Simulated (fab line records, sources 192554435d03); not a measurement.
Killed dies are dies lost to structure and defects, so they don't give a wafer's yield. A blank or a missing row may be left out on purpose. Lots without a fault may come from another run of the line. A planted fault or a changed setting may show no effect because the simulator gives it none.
Chamber matching | flow n5_finfet | N5_BEOL_M9_STRIP_19 on rie_diel-02: 4 sister chambers
The step strips in O2. 4 wafers are shown with their chamber, then 12 later ones without.

WAFERS WITH THEIR CHAMBER
wafer  | chamber | throttle_valve_pct (%)
L079.1 | 2       | 16.63
L085.6 | 1       | 16.31
L088.4 | 0       | 16.30
L088.5 | 3       | 16.95

WAFERS WITHOUT THEIR CHAMBER
wafer  | throttle_valve_pct (%)
L091.3 | 16.31
L091.4 | 16.95
L091.6 | 16.31
L092.3 | 16.29
L092.4 | 16.65
L092.6 | 16.30
L094.1 | 16.32
L094.5 | 16.67
L094.6 | 16.97
L097.1 | 16.99
L097.2 | 16.34
L097.3 | 16.68

WHICH CHAMBER EACH WENT THROUGH
wafer  | from the rows above     | in truth
L091.3 | can't be placed: 1 or 0 | 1
L091.4 | 3                       | 3
L091.6 | can't be placed: 1 or 0 | 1
L092.3 | can't be placed: 0 or 1 | 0
L092.4 | 2                       | 2
L092.6 | can't be placed: 0 or 1 | 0
L094.1 | can't be placed: 1 or 0 | 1
L094.5 | 2                       | 2
L094.6 | 3                       | 3
L097.1 | 3                       | 3
L097.2 | can't be placed: 1 or 0 | 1
L097.3 | 2                       | 2
Placed correctly: 6 of 12. Can't be placed from these rows: 6 (the true chamber is among the candidates in 6). Placed wrongly: 0.
How it was worked out, from the rows above alone: a wafer's distance from a chamber is the root of the sum, over the readings, of the square of ((its reading less the chamber's mean) divided by the reading's scatter). The wafer belongs to the nearest chamber; if the next one is less than 2 further off, it can't be placed. A chamber's mean is the mean of its shown wafers. The scatter: with one shown wafer a chamber, the root of the mean of the squares of how far each hidden wafer lies from its nearest shown one.
